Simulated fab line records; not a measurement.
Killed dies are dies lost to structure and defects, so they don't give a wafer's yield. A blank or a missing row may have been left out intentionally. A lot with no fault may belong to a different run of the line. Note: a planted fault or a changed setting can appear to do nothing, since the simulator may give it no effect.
fab line records / flow nandHarc / part 2 of 2: steps 5 to 6 of 6
record lots=23 wafers=69 lastDay=33
route steps=1302 shown A_STAIRCASE@650
lots that met no fault: taken from a fault-free run of the same line
startH: hours from the record's opening day to when the first of the lot's shown wafers began / waitH: hours elapsed since this lot's preceding step / " unchanged from the row above / L1.1+2: a row that stands for several wafers / - no value, or no start given / * or withheld: withheld / < > ~ a bound
route shown NAME@n: a module of which the file shows steps, and the number in the route of the first / usual: average and standard deviation across the fault-free wafers / same: alike in all rows / chamber/n: place in a boat / sites: per-site readings / _std_site: standard deviation across them / _edge_site: the outer-site mean with the inner-site mean subtracted / radiusMm: how far each site lies from the wafer's centre / mask NAME#n: copy n / behind: the last tool/chamber to shape the wafer / hold: what put the lot on hold/how long, in hours/how the hold closed / device: transistor that didn't switch, given as n, p or np / end of line: at the end of the route, the tests of the same wafers / a step without rows: its recipe alone / killed: the dies lost at the first sort to structure and to defects; this is not the yield of the wafer / map: shows each die of a wafer: x if killed, . if not, _ if none is there
set.NAME: the setting as run; set.NAME@STEP: as run at that earlier step / model.NAME: the simulator's own value behind a step, which no gauge read
the route's steps for a sample of lots (tables are steps, rows are wafers)
services: a tool's chamber out of use, with start hour (startH, from the record's first day; less than 0 if before it), hours out, and reason
## steps
# step NHARC_A_STAIRCASE_DESCUM_219
# recipe timeS=3 o2FlowSccm=200 arFlowSccm=0 biasPowerW=0 chemistry=O2
# usual drypumpMotorCurrentA=5.6/0.34 oesProductAu=1.002/0.0081 rfVppV=57.9/0.93 showerheadPlenumPTorr=1.93/0.074 throttleValvePct=11.311/0.0088
lot.wafer=L074.3 tool=rieDiel-07 chamber=2 startH=356.97 waitH=- drypumpMotorCurrentA=5.6 oesProductAu=0.996 rfHoursCounterH=17 rfVppV=56.3 showerheadPlenumPTorr=1.91 throttleValvePct=11.319
lot.wafer=L074.4 tool=rieDiel-07 chamber=3 startH=356.97 waitH=- drypumpMotorCurrentA=6.0 oesProductAu=1.002 rfHoursCounterH=20 rfVppV=57.9 showerheadPlenumPTorr=1.96 throttleValvePct=11.320
lot.wafer=L074.6 tool=rieDiel-07 chamber=3 startH=356.97 waitH=- drypumpMotorCurrentA=6.0 oesProductAu=1.008 rfHoursCounterH=- rfVppV=57.2 showerheadPlenumPTorr=1.96 throttleValvePct=11.312
lot.wafer=L076.4 tool=rieDiel-04 chamber=3 startH=371.42 waitH=- drypumpMotorCurrentA=5.2 oesProductAu=1.016 rfHoursCounterH=2 rfVppV=58.8 showerheadPlenumPTorr=1.98 throttleValvePct=11.304
lot.wafer=L076.5 tool=rieDiel-04 chamber=0 startH=371.42 waitH=- drypumpMotorCurrentA=5.8 oesProductAu=0.997 rfHoursCounterH=- rfVppV=57.6 showerheadPlenumPTorr=1.92 throttleValvePct=11.305
lot.wafer=L076.6 tool=rieDiel-04 chamber=1 startH=371.42 waitH=- drypumpMotorCurrentA=4.8 oesProductAu=1.022 rfHoursCounterH=- rfVppV=58.6 showerheadPlenumPTorr=1.83 throttleValvePct=11.320
lot.wafer=L075.4 tool=rieDiel-04 chamber=2 startH=372.26 waitH=- drypumpMotorCurrentA=5.8 oesProductAu=1.014 rfHoursCounterH=3 rfVppV=58.3 showerheadPlenumPTorr=2.04 throttleValvePct=11.309
lot.wafer=L075.3 tool=rieDiel-04 chamber=3 startH=372.26 waitH=- drypumpMotorCurrentA=5.3 oesProductAu=1.007 rfHoursCounterH=3 rfVppV=58.7 showerheadPlenumPTorr=1.98 throttleValvePct=11.319
lot.wafer=L075.5 tool=rieDiel-04 chamber=1 startH=372.26 waitH=- drypumpMotorCurrentA=4.8 oesProductAu=1.015 rfHoursCounterH=- rfVppV=57.1 showerheadPlenumPTorr=1.82 throttleValvePct=11.316
lot.wafer=L077.2 tool=rieDiel-04 chamber=1 startH=387.60 waitH=- drypumpMotorCurrentA=4.8 oesProductAu=0.998 rfHoursCounterH=9 rfVppV=57.5 showerheadPlenumPTorr=1.82 throttleValvePct=11.312
lot.wafer=L077.1 tool=rieDiel-04 chamber=2 startH=387.60 waitH=- drypumpMotorCurrentA=5.8 oesProductAu=0.998 rfHoursCounterH=7 rfVppV=59.9 showerheadPlenumPTorr=2.04 throttleValvePct=11.321
lot.wafer=L077.4 tool=rieDiel-04 chamber=3 startH=387.60 waitH=- drypumpMotorCurrentA=5.3 oesProductAu=0.995 rfHoursCounterH=9 rfVppV=58.7 showerheadPlenumPTorr=1.97 throttleValvePct=11.306
lot.wafer=L078.2 tool=rieDiel-07 chamber=2 startH=402.43 waitH=- drypumpMotorCurrentA=5.6 oesProductAu=0.994 rfHoursCounterH=34 rfVppV=57.3 showerheadPlenumPTorr=1.90 throttleValvePct=11.314
lot.wafer=L078.6 tool=rieDiel-07 chamber=3 startH=402.43 waitH=- drypumpMotorCurrentA=6.0 oesProductAu=1.006 rfHoursCounterH=- rfVppV=57.2 showerheadPlenumPTorr=1.95 throttleValvePct=11.303
lot.wafer=L078.4 tool=rieDiel-07 chamber=1 startH=402.43 waitH=- drypumpMotorCurrentA=5.5 oesProductAu=1.012 rfHoursCounterH=- rfVppV=57.2 showerheadPlenumPTorr=1.88 throttleValvePct=11.311
lot.wafer=L079.3 tool=rieDiel-07 chamber=2 startH=414.33 waitH=- drypumpMotorCurrentA=5.6 oesProductAu=0.999 rfHoursCounterH=38 rfVppV=58.7 showerheadPlenumPTorr=1.90 throttleValvePct=11.334
lot.wafer=L079.1 tool=rieDiel-07 chamber=1 startH=414.33 waitH=- drypumpMotorCurrentA=5.5 oesProductAu=0.999 rfHoursCounterH=33 rfVppV=58.0 showerheadPlenumPTorr=1.88 throttleValvePct=11.312
lot.wafer=L079.5 tool=rieDiel-07 chamber=2 startH=414.33 waitH=- drypumpMotorCurrentA=5.6 oesProductAu=0.983 rfHoursCounterH=- rfVppV=60.3 showerheadPlenumPTorr=1.90 throttleValvePct=11.311
lot.wafer=L080.1 tool=rieDiel-08 chamber=1 startH=415.91 waitH=- drypumpMotorCurrentA=6.0 oesProductAu=0.993 rfHoursCounterH=14 rfVppV=58.7 showerheadPlenumPTorr=2.07 throttleValvePct=11.310
lot.wafer=L080.4 tool=rieDiel-08 chamber=0 startH=415.91 waitH=- drypumpMotorCurrentA=5.3 oesProductAu=1.009 rfHoursCounterH=15 rfVppV=58.5 showerheadPlenumPTorr=2.03 throttleValvePct=11.303
lot.wafer=L080.5 tool=rieDiel-08 chamber=1 startH=415.91 waitH=- drypumpMotorCurrentA=6.0 oesProductAu=1.003 rfHoursCounterH=- rfVppV=59.3 showerheadPlenumPTorr=2.07 throttleValvePct=11.328
lot.wafer=L082.1 tool=rieDiel-07 chamber=3 startH=448.21 waitH=- drypumpMotorCurrentA=6.0 oesProductAu=1.007 rfHoursCounterH=55 rfVppV=58.9 showerheadPlenumPTorr=1.95 throttleValvePct=11.299
lot.wafer=L082.4 tool=rieDiel-07 chamber=0 startH=448.21 waitH=- drypumpMotorCurrentA=5.8 oesProductAu=1.002 rfHoursCounterH=49 rfVppV=58.3 showerheadPlenumPTorr=1.99 throttleValvePct=11.327
lot.wafer=L082.6 tool=rieDiel-07 chamber=1 startH=448.21 waitH=- drypumpMotorCurrentA=5.5 oesProductAu=0.994 rfHoursCounterH=- rfVppV=57.6 showerheadPlenumPTorr=1.87 throttleValvePct=11.322
lot.wafer=L084.1 tool=rieDiel-07 chamber=2 startH=458.03 waitH=- drypumpMotorCurrentA=5.6 oesProductAu=0.997 rfHoursCounterH=51 rfVppV=57.8 showerheadPlenumPTorr=1.90 throttleValvePct=11.307
lot.wafer=L084.5 tool=rieDiel-07 chamber=2 startH=458.03 waitH=- drypumpMotorCurrentA=5.6 oesProductAu=1.000 rfHoursCounterH=- rfVppV=58.8 showerheadPlenumPTorr=1.90 throttleValvePct=11.302
lot.wafer=L084.6 tool=rieDiel-07 chamber=3 startH=458.03 waitH=- drypumpMotorCurrentA=6.0 oesProductAu=1.005 rfHoursCounterH=- rfVppV=57.6 showerheadPlenumPTorr=1.95 throttleValvePct=11.317
lot.wafer=L083.1 tool=rieDiel-04 chamber=0 startH=458.77 waitH=- drypumpMotorCurrentA=5.8 oesProductAu=0.986 rfHoursCounterH=27 rfVppV=57.1 showerheadPlenumPTorr=1.91 throttleValvePct=11.329
lot.wafer=L083.4 tool=rieDiel-04 chamber=1 startH=458.77 waitH=- drypumpMotorCurrentA=4.8 oesProductAu=1.008 rfHoursCounterH=26 rfVppV=57.7 showerheadPlenumPTorr=1.82 throttleValvePct=11.309
lot.wafer=L083.6 tool=rieDiel-04 chamber=2 startH=458.77 waitH=- drypumpMotorCurrentA=5.8 oesProductAu=0.997 rfHoursCounterH=- rfVppV=58.8 showerheadPlenumPTorr=2.04 throttleValvePct=11.310
lot.wafer=L086.4 tool=rieDiel-04 chamber=3 startH=472.16 waitH=- drypumpMotorCurrentA=5.3 oesProductAu=0.988 rfHoursCounterH=31 rfVppV=58.4 showerheadPlenumPTorr=1.97 throttleValvePct=11.302
lot.wafer=L086.3 tool=rieDiel-04 chamber=0 startH=472.16 waitH=- drypumpMotorCurrentA=5.8 oesProductAu=0.990 rfHoursCounterH=32 rfVppV=57.7 showerheadPlenumPTorr=1.91 throttleValvePct=11.304
lot.wafer=L086.6 tool=rieDiel-04 chamber=3 startH=472.16 waitH=- drypumpMotorCurrentA=5.3 oesProductAu=1.002 rfHoursCounterH=- rfVppV=57.0 showerheadPlenumPTorr=1.97 throttleValvePct=11.301
lot.wafer=L085.3 tool=rieDiel-08 chamber=3 startH=472.32 waitH=- drypumpMotorCurrentA=5.7 oesProductAu=0.991 rfHoursCounterH=31 rfVppV=57.9 showerheadPlenumPTorr=1.86 throttleValvePct=11.313
lot.wafer=L085.1 tool=rieDiel-08 chamber=0 startH=472.32 waitH=- drypumpMotorCurrentA=5.3 oesProductAu=1.008 rfHoursCounterH=31 rfVppV=58.9 showerheadPlenumPTorr=2.03 throttleValvePct=11.309
lot.wafer=L085.5 tool=rieDiel-08 chamber=3 startH=472.32 waitH=- drypumpMotorCurrentA=5.7 oesProductAu=0.999 rfHoursCounterH=- rfVppV=58.0 showerheadPlenumPTorr=1.86 throttleValvePct=11.299
lot.wafer=L087.4 tool=rieDiel-07 chamber=3 startH=490.57 waitH=- drypumpMotorCurrentA=6.0 oesProductAu=1.000 rfHoursCounterH=3 rfVppV=57.0 showerheadPlenumPTorr=1.94 throttleValvePct=11.306
lot.wafer=L087.2 tool=rieDiel-07 chamber=0 startH=490.57 waitH=- drypumpMotorCurrentA=5.8 oesProductAu=1.000 rfHoursCounterH=4 rfVppV=57.1 showerheadPlenumPTorr=1.98 throttleValvePct=11.300
lot.wafer=L087.6 tool=rieDiel-07 chamber=0 startH=490.57 waitH=- drypumpMotorCurrentA=5.8 oesProductAu=1.012 rfHoursCounterH=- rfVppV=58.4 showerheadPlenumPTorr=1.98 throttleValvePct=11.311
lot.wafer=L089.2 tool=rieDiel-04 chamber=2 startH=497.50 waitH=- drypumpMotorCurrentA=5.8 oesProductAu=1.005 rfHoursCounterH=40 rfVppV=57.6 showerheadPlenumPTorr=2.03 throttleValvePct=11.305
lot.wafer=L089.3 tool=rieDiel-04 chamber=3 startH=497.50 waitH=- drypumpMotorCurrentA=5.3 oesProductAu=1.003 rfHoursCounterH=40 rfVppV=57.9 showerheadPlenumPTorr=1.96 throttleValvePct=11.315
lot.wafer=L089.5 tool=rieDiel-04 chamber=1 startH=497.50 waitH=- drypumpMotorCurrentA=4.8 oesProductAu=1.013 rfHoursCounterH=- rfVppV=56.2 showerheadPlenumPTorr=1.81 throttleValvePct=11.316
lot.wafer=L088.2 tool=rieDiel-04 chamber=1 startH=504.15 waitH=- drypumpMotorCurrentA=4.8 oesProductAu=1.009 rfHoursCounterH=42 rfVppV=57.7 showerheadPlenumPTorr=1.81 throttleValvePct=11.320
lot.wafer=L088.6 tool=rieDiel-04 chamber=3 startH=504.15 waitH=- drypumpMotorCurrentA=5.3 oesProductAu=1.010 rfHoursCounterH=- rfVppV=58.9 showerheadPlenumPTorr=1.96 throttleValvePct=11.305
lot.wafer=L088.5 tool=rieDiel-04 chamber=0 startH=504.15 waitH=- drypumpMotorCurrentA=5.8 oesProductAu=0.997 rfHoursCounterH=- rfVppV=57.6 showerheadPlenumPTorr=1.90 throttleValvePct=11.313
lot.wafer=L091.3 tool=rieDiel-08 chamber=1 startH=527.19 waitH=- drypumpMotorCurrentA=6.0 oesProductAu=0.996 rfHoursCounterH=47 rfVppV=59.1 showerheadPlenumPTorr=2.06 throttleValvePct=11.309
lot.wafer=L091.2 tool=rieDiel-08 chamber=3 startH=527.19 waitH=- drypumpMotorCurrentA=5.7 oesProductAu=0.979 rfHoursCounterH=50 rfVppV=57.7 showerheadPlenumPTorr=1.86 throttleValvePct=11.312
lot.wafer=L091.5 tool=rieDiel-08 chamber=0 startH=527.19 waitH=- drypumpMotorCurrentA=5.3 oesProductAu=1.005 rfHoursCounterH=- rfVppV=56.3 showerheadPlenumPTorr=2.02 throttleValvePct=11.321
lot.wafer=L090.2 tool=rieDiel-07 chamber=0 startH=533.72 waitH=- drypumpMotorCurrentA=5.8 oesProductAu=1.005 rfHoursCounterH=19 rfVppV=57.3 showerheadPlenumPTorr=1.98 throttleValvePct=11.304
lot.wafer=L090.1 tool=rieDiel-07 chamber=1 startH=533.72 waitH=- drypumpMotorCurrentA=5.5 oesProductAu=0.991 rfHoursCounterH=19 rfVppV=57.5 showerheadPlenumPTorr=1.87 throttleValvePct=11.322
lot.wafer=L090.6 tool=rieDiel-07 chamber=3 startH=533.72 waitH=- drypumpMotorCurrentA=6.0 oesProductAu=1.011 rfHoursCounterH=- rfVppV=58.0 showerheadPlenumPTorr=1.94 throttleValvePct=11.301
lot.wafer=L092.4 tool=rieDiel-07 chamber=1 startH=546.08 waitH=- drypumpMotorCurrentA=5.5 oesProductAu=0.990 rfHoursCounterH=25 rfVppV=56.9 showerheadPlenumPTorr=1.86 throttleValvePct=11.310
lot.wafer=L092.5 tool=rieDiel-07 chamber=3 startH=546.08 waitH=- drypumpMotorCurrentA=6.0 oesProductAu=1.009 rfHoursCounterH=- rfVppV=57.5 showerheadPlenumPTorr=1.94 throttleValvePct=11.301
lot.wafer=L092.6 tool=rieDiel-07 chamber=0 startH=546.08 waitH=- drypumpMotorCurrentA=5.8 oesProductAu=0.989 rfHoursCounterH=- rfVppV=57.1 showerheadPlenumPTorr=1.98 throttleValvePct=11.304
lot.wafer=L093.4 tool=rieDiel-04 chamber=2 startH=546.89 waitH=- drypumpMotorCurrentA=5.8 oesProductAu=0.999 rfHoursCounterH=- rfVppV=58.8 showerheadPlenumPTorr=2.03 throttleValvePct=11.305
lot.wafer=L093.6 tool=rieDiel-04 chamber=2 startH=546.89 waitH=- drypumpMotorCurrentA=5.8 oesProductAu=1.007 rfHoursCounterH=- rfVppV=57.7 showerheadPlenumPTorr=2.03 throttleValvePct=11.314
lot.wafer=L093.5 tool=rieDiel-04 chamber=0 startH=546.89 waitH=- drypumpMotorCurrentA=5.8 oesProductAu=0.993 rfHoursCounterH=- rfVppV=57.7 showerheadPlenumPTorr=1.90 throttleValvePct=11.300
lot.wafer=L094.3 tool=rieDiel-04 chamber=0 startH=549.15 waitH=- drypumpMotorCurrentA=5.8 oesProductAu=1.008 rfHoursCounterH=4 rfVppV=57.5 showerheadPlenumPTorr=1.90 throttleValvePct=11.299
lot.wafer=L094.1 tool=rieDiel-04 chamber=2 startH=549.15 waitH=- drypumpMotorCurrentA=5.8 oesProductAu=1.007 rfHoursCounterH=4 rfVppV=57.6 showerheadPlenumPTorr=2.03 throttleValvePct=11.317
lot.wafer=L094.4 tool=rieDiel-04 chamber=0 startH=549.15 waitH=- drypumpMotorCurrentA=5.8 oesProductAu=1.005 rfHoursCounterH=- rfVppV=57.4 showerheadPlenumPTorr=1.90 throttleValvePct=11.325
lot.wafer=L096.2 tool=rieDiel-07 chamber=2 startH=572.48 waitH=- drypumpMotorCurrentA=5.6 oesProductAu=0.993 rfHoursCounterH=30 rfVppV=56.8 showerheadPlenumPTorr=1.88 throttleValvePct=11.307
lot.wafer=L096.6 tool=rieDiel-07 chamber=1 startH=572.48 waitH=- drypumpMotorCurrentA=5.5 oesProductAu=0.987 rfHoursCounterH=- rfVppV=56.3 showerheadPlenumPTorr=1.86 throttleValvePct=11.313
lot.wafer=L096.5 tool=rieDiel-07 chamber=2 startH=572.48 waitH=- drypumpMotorCurrentA=5.6 oesProductAu=0.998 rfHoursCounterH=- rfVppV=59.3 showerheadPlenumPTorr=1.88 throttleValvePct=11.330
lot.wafer=L095.1 tool=rieDiel-08 chamber=3 startH=572.63 waitH=- drypumpMotorCurrentA=5.7 oesProductAu=1.012 rfHoursCounterH=6 rfVppV=57.5 showerheadPlenumPTorr=1.85 throttleValvePct=11.317
lot.wafer=L095.2 tool=rieDiel-08 chamber=1 startH=572.63 waitH=- drypumpMotorCurrentA=6.0 oesProductAu=1.008 rfHoursCounterH=8 rfVppV=58.4 showerheadPlenumPTorr=2.06 throttleValvePct=11.314
lot.wafer=L095.6 tool=rieDiel-08 chamber=0 startH=572.63 waitH=- drypumpMotorCurrentA=5.3 oesProductAu=1.016 rfHoursCounterH=- rfVppV=58.0 showerheadPlenumPTorr=2.01 throttleValvePct=11.307
lot.wafer=L097.2 tool=rieDiel-07 chamber=0 startH=590.73 waitH=- drypumpMotorCurrentA=5.8 oesProductAu=1.004 rfHoursCounterH=40 rfVppV=56.9 showerheadPlenumPTorr=1.97 throttleValvePct=11.306
lot.wafer=L097.1 tool=rieDiel-07 chamber=2 startH=590.73 waitH=- drypumpMotorCurrentA=5.6 oesProductAu=1.003 rfHoursCounterH=34 rfVppV=59.3 showerheadPlenumPTorr=1.88 throttleValvePct=11.306
lot.wafer=L097.5 tool=rieDiel-07 chamber=3 startH=590.73 waitH=- drypumpMotorCurrentA=6.0 oesProductAu=0.992 rfHoursCounterH=- rfVppV=58.4 showerheadPlenumPTorr=1.93 throttleValvePct=11.319
# step NHARC_A_STAIRCASE_ETCH_225
# recipe targetDepthA=1000 timeS=40.5 ionEnergyEv=400 c4f8FlowSccm=20 o2FlowSccm=10 arFlowSccm=withheld rfW=600 biasW=1000 chemistry=C4F8/O2
# usual oesProductAu=0.944/0.0097 rfVppV=897/4.8
lot.wafer=L074.3 tool=rieDiel-07 chamber=1 startH=- waitH=- oesProductAu=0.943 rfHoursCounterH=16 rfVppV=896
lot.wafer=L074.4 tool=rieDiel-07 chamber=2 startH=- waitH=- oesProductAu=0.937 rfHoursCounterH=17 rfVppV=897
lot.wafer=L074.6 tool=rieDiel-07 chamber=0 startH=- waitH=- oesProductAu=0.949 rfHoursCounterH=- rfVppV=901
lot.wafer=L076.4 tool=rieDiel-04 chamber=3 startH=- waitH=- oesProductAu=0.941 rfHoursCounterH=2 rfVppV=899
lot.wafer=L076.5 tool=rieDiel-04 chamber=3 startH=- waitH=- oesProductAu=0.936 rfHoursCounterH=- rfVppV=901
lot.wafer=L076.6 tool=rieDiel-04 chamber=0 startH=- waitH=- oesProductAu=0.920 rfHoursCounterH=- rfVppV=897
lot.wafer=L075.4 tool=rieDiel-04 chamber=2 startH=- waitH=- oesProductAu=0.945 rfHoursCounterH=4 rfVppV=904
lot.wafer=L075.3 tool=rieDiel-04 chamber=3 startH=- waitH=- oesProductAu=0.954 rfHoursCounterH=3 rfVppV=899
lot.wafer=L075.5 tool=rieDiel-04 chamber=3 startH=- waitH=- oesProductAu=0.955 rfHoursCounterH=- rfVppV=899
lot.wafer=L077.4 tool=rieDiel-04 chamber=0 startH=- waitH=- oesProductAu=0.952 rfHoursCounterH=11 rfVppV=896
lot.wafer=L077.2 tool=rieDiel-04 chamber=2 startH=- waitH=- oesProductAu=0.933 rfHoursCounterH=8 rfVppV=905
lot.wafer=L077.1 tool=rieDiel-04 chamber=3 startH=- waitH=- oesProductAu=0.960 rfHoursCounterH=9 rfVppV=900
lot.wafer=L078.4 tool=rieDiel-07 chamber=2 startH=- waitH=- oesProductAu=0.936 rfHoursCounterH=34 rfVppV=896
lot.wafer=L078.2 tool=rieDiel-07 chamber=3 startH=- waitH=- oesProductAu=0.930 rfHoursCounterH=40 rfVppV=900
lot.wafer=L078.6 tool=rieDiel-07 chamber=1 startH=- waitH=- oesProductAu=0.949 rfHoursCounterH=- rfVppV=895
lot.wafer=L079.3 tool=rieDiel-07 chamber=0 startH=- waitH=- oesProductAu=0.946 rfHoursCounterH=36 rfVppV=901
lot.wafer=L079.1 tool=rieDiel-07 chamber=3 startH=- waitH=- oesProductAu=0.945 rfHoursCounterH=44 rfVppV=897
lot.wafer=L079.5 tool=rieDiel-07 chamber=1 startH=- waitH=- oesProductAu=0.945 rfHoursCounterH=- rfVppV=894
lot.wafer=L080.4 tool=rieDiel-08 chamber=2 startH=- waitH=- oesProductAu=0.962 rfHoursCounterH=11 rfVppV=890
lot.wafer=L080.1 tool=rieDiel-08 chamber=0 startH=- waitH=- oesProductAu=0.956 rfHoursCounterH=15 rfVppV=904
lot.wafer=L080.5 tool=rieDiel-08 chamber=1 startH=- waitH=- oesProductAu=0.948 rfHoursCounterH=- rfVppV=905
lot.wafer=L082.4 tool=rieDiel-07 chamber=2 startH=- waitH=- oesProductAu=0.944 rfHoursCounterH=48 rfVppV=895
lot.wafer=L082.1 tool=rieDiel-07 chamber=3 startH=- waitH=- oesProductAu=0.938 rfHoursCounterH=55 rfVppV=898
lot.wafer=L082.6 tool=rieDiel-07 chamber=3 startH=- waitH=- oesProductAu=0.952 rfHoursCounterH=- rfVppV=898
lot.wafer=L084.1 tool=rieDiel-07 chamber=1 startH=- waitH=- oesProductAu=0.951 rfHoursCounterH=51 rfVppV=894
lot.wafer=L084.5 tool=rieDiel-07 chamber=3 startH=- waitH=- oesProductAu=0.946 rfHoursCounterH=- rfVppV=898
lot.wafer=L084.6 tool=rieDiel-07 chamber=0 startH=- waitH=- oesProductAu=0.954 rfHoursCounterH=- rfVppV=901
lot.wafer=L083.1 tool=rieDiel-04 chamber=1 startH=- waitH=- oesProductAu=0.973 rfHoursCounterH=26 rfVppV=891
lot.wafer=L083.4 tool=rieDiel-04 chamber=2 startH=- waitH=- oesProductAu=0.951 rfHoursCounterH=26 rfVppV=903
lot.wafer=L083.6 tool=rieDiel-04 chamber=0 startH=- waitH=- oesProductAu=0.939 rfHoursCounterH=- rfVppV=896
lot.wafer=L085.3 tool=rieDiel-08 chamber=0 startH=- waitH=- oesProductAu=0.955 rfHoursCounterH=31 rfVppV=903
lot.wafer=L085.1 tool=rieDiel-08 chamber=1 startH=- waitH=- oesProductAu=0.953 rfHoursCounterH=31 rfVppV=906
lot.wafer=L085.5 tool=rieDiel-08 chamber=2 startH=- waitH=- oesProductAu=0.959 rfHoursCounterH=- rfVppV=889
lot.wafer=L086.4 tool=rieDiel-04 chamber=3 startH=- waitH=- oesProductAu=0.935 rfHoursCounterH=32 rfVppV=899
lot.wafer=L086.3 tool=rieDiel-04 chamber=1 startH=- waitH=- oesProductAu=0.945 rfHoursCounterH=33 rfVppV=891
lot.wafer=L086.6 tool=rieDiel-04 chamber=3 startH=- waitH=- oesProductAu=0.945 rfHoursCounterH=- rfVppV=899
lot.wafer=L087.4 tool=rieDiel-07 chamber=2 startH=- waitH=- oesProductAu=0.923 rfHoursCounterH=3 rfVppV=896
lot.wafer=L087.2 tool=rieDiel-07 chamber=3 startH=- waitH=- oesProductAu=0.943 rfHoursCounterH=3 rfVppV=898
lot.wafer=L087.6 tool=rieDiel-07 chamber=3 startH=- waitH=- oesProductAu=0.937 rfHoursCounterH=- rfVppV=898
lot.wafer=L089.3 tool=rieDiel-04 chamber=1 startH=- waitH=- oesProductAu=0.949 rfHoursCounterH=40 rfVppV=891
lot.wafer=L089.2 tool=rieDiel-04 chamber=3 startH=- waitH=- oesProductAu=0.958 rfHoursCounterH=40 rfVppV=898
lot.wafer=L089.5 tool=rieDiel-04 chamber=1 startH=- waitH=- oesProductAu=0.940 rfHoursCounterH=- rfVppV=889
lot.wafer=L088.2 tool=rieDiel-04 chamber=2 startH=- waitH=- oesProductAu=0.960 rfHoursCounterH=43 rfVppV=903
lot.wafer=L088.6 tool=rieDiel-04 chamber=1 startH=- waitH=- oesProductAu=0.956 rfHoursCounterH=- rfVppV=888
lot.wafer=L088.5 tool=rieDiel-04 chamber=2 startH=- waitH=- oesProductAu=0.951 rfHoursCounterH=- rfVppV=903
lot.wafer=L091.3 tool=rieDiel-08 chamber=1 startH=- waitH=- oesProductAu=0.936 rfHoursCounterH=48 rfVppV=906
lot.wafer=L091.2 tool=rieDiel-08 chamber=3 startH=- waitH=- oesProductAu=0.925 rfHoursCounterH=51 rfVppV=890
lot.wafer=L091.5 tool=rieDiel-08 chamber=1 startH=- waitH=- oesProductAu=0.928 rfHoursCounterH=- rfVppV=904
lot.wafer=L090.2 tool=rieDiel-07 chamber=3 startH=- waitH=- oesProductAu=0.944 rfHoursCounterH=17 rfVppV=898
lot.wafer=L090.1 tool=rieDiel-07 chamber=2 startH=- waitH=- oesProductAu=0.946 rfHoursCounterH=17 rfVppV=894
lot.wafer=L090.6 tool=rieDiel-07 chamber=0 startH=- waitH=- oesProductAu=0.925 rfHoursCounterH=- rfVppV=899
lot.wafer=L092.4 tool=rieDiel-07 chamber=1 startH=- waitH=- oesProductAu=0.948 rfHoursCounterH=26 rfVppV=893
lot.wafer=L092.5 tool=rieDiel-07 chamber=1 startH=- waitH=- oesProductAu=0.938 rfHoursCounterH=- rfVppV=893
lot.wafer=L092.6 tool=rieDiel-07 chamber=2 startH=- waitH=- oesProductAu=0.943 rfHoursCounterH=- rfVppV=894
lot.wafer=L093.5 tool=rieDiel-04 chamber=2 startH=- waitH=- oesProductAu=0.940 rfHoursCounterH=- rfVppV=902
lot.wafer=L093.4 tool=rieDiel-04 chamber=0 startH=- waitH=- oesProductAu=0.933 rfHoursCounterH=- rfVppV=895
lot.wafer=L093.6 tool=rieDiel-04 chamber=1 startH=- waitH=- oesProductAu=0.950 rfHoursCounterH=- rfVppV=890
lot.wafer=L094.3 tool=rieDiel-04 chamber=3 startH=- waitH=- oesProductAu=0.943 rfHoursCounterH=0 rfVppV=900
lot.wafer=L094.4 tool=rieDiel-04 chamber=0 startH=- waitH=- oesProductAu=0.953 rfHoursCounterH=4 rfVppV=895
lot.wafer=L094.1 tool=rieDiel-04 chamber=2 startH=- waitH=- oesProductAu=0.944 rfHoursCounterH=4 rfVppV=902
lot.wafer=L096.2 tool=rieDiel-07 chamber=3 startH=- waitH=- oesProductAu=0.939 rfHoursCounterH=30 rfVppV=899
lot.wafer=L096.6 tool=rieDiel-07 chamber=2 startH=- waitH=- oesProductAu=0.949 rfHoursCounterH=- rfVppV=895
lot.wafer=L096.5 tool=rieDiel-07 chamber=3 startH=- waitH=- oesProductAu=0.934 rfHoursCounterH=- rfVppV=897
lot.wafer=L095.2 tool=rieDiel-08 chamber=2 startH=- waitH=- oesProductAu=0.951 rfHoursCounterH=6 rfVppV=889
lot.wafer=L095.1 tool=rieDiel-08 chamber=0 startH=- waitH=- oesProductAu=0.960 rfHoursCounterH=8 rfVppV=901
lot.wafer=L095.6 tool=rieDiel-08 chamber=1 startH=- waitH=- oesProductAu=0.937 rfHoursCounterH=- rfVppV=905
lot.wafer=L097.1 tool=rieDiel-07 chamber=1 startH=- waitH=- oesProductAu=0.934 rfHoursCounterH=39 rfVppV=893
lot.wafer=L097.2 tool=rieDiel-07 chamber=3 startH=- waitH=- oesProductAu=0.948 rfHoursCounterH=35 rfVppV=896
lot.wafer=L097.5 tool=rieDiel-07 chamber=1 startH=- waitH=- oesProductAu=0.936 rfHoursCounterH=- rfVppV=892
## services
tool=rieDiel-07 chamber=0 startH=328.06 hours=- kind=clean
tool=rieDiel-07 chamber=1 startH=328.06 hours=- kind=clean
tool=rieDiel-07 chamber=2 startH=328.06 hours=- kind=clean
tool=rieDiel-07 chamber=3 startH=328.06 hours=- kind=clean
tool=rieDiel-04 chamber=2 startH=346.75 hours=6.7 kind=repair
tool=rieDiel-07 chamber=0 startH=352.56 hours=- kind=clean
tool=rieDiel-07 chamber=1 startH=352.56 hours=- kind=clean
tool=rieDiel-07 chamber=2 startH=352.56 hours=- kind=clean
tool=rieDiel-07 chamber=3 startH=352.56 hours=- kind=clean
tool=rieDiel-04 chamber=- startH=356.20 hours=9.0 kind=pm
tool=rieDiel-08 chamber=- startH=367.91 hours=9.0 kind=pm
tool=rieDiel-07 chamber=1 startH=374.61 hours=3.3 kind=repair
tool=rieDiel-07 chamber=0 startH=380.79 hours=- kind=clean
tool=rieDiel-07 chamber=1 startH=380.79 hours=- kind=clean
tool=rieDiel-07 chamber=2 startH=380.79 hours=- kind=clean
tool=rieDiel-07 chamber=3 startH=380.79 hours=- kind=clean
tool=rieDiel-07 chamber=0 startH=388.16 hours=14.9 kind=repair
tool=rieDiel-07 chamber=0 startH=405.29 hours=- kind=clean
tool=rieDiel-07 chamber=1 startH=405.29 hours=- kind=clean
tool=rieDiel-08 chamber=2 startH=409.45 hours=4.7 kind=repair
tool=rieDiel-07 chamber=1 startH=459.92 hours=9.0 kind=repair
tool=rieDiel-04 chamber=- startH=533.20 hours=9.0 kind=pm
tool=rieDiel-04 chamber=2 startH=556.72 hours=1.8 kind=repair
tool=rieDiel-08 chamber=0 startH=589.91 hours=4.2 kind=repair
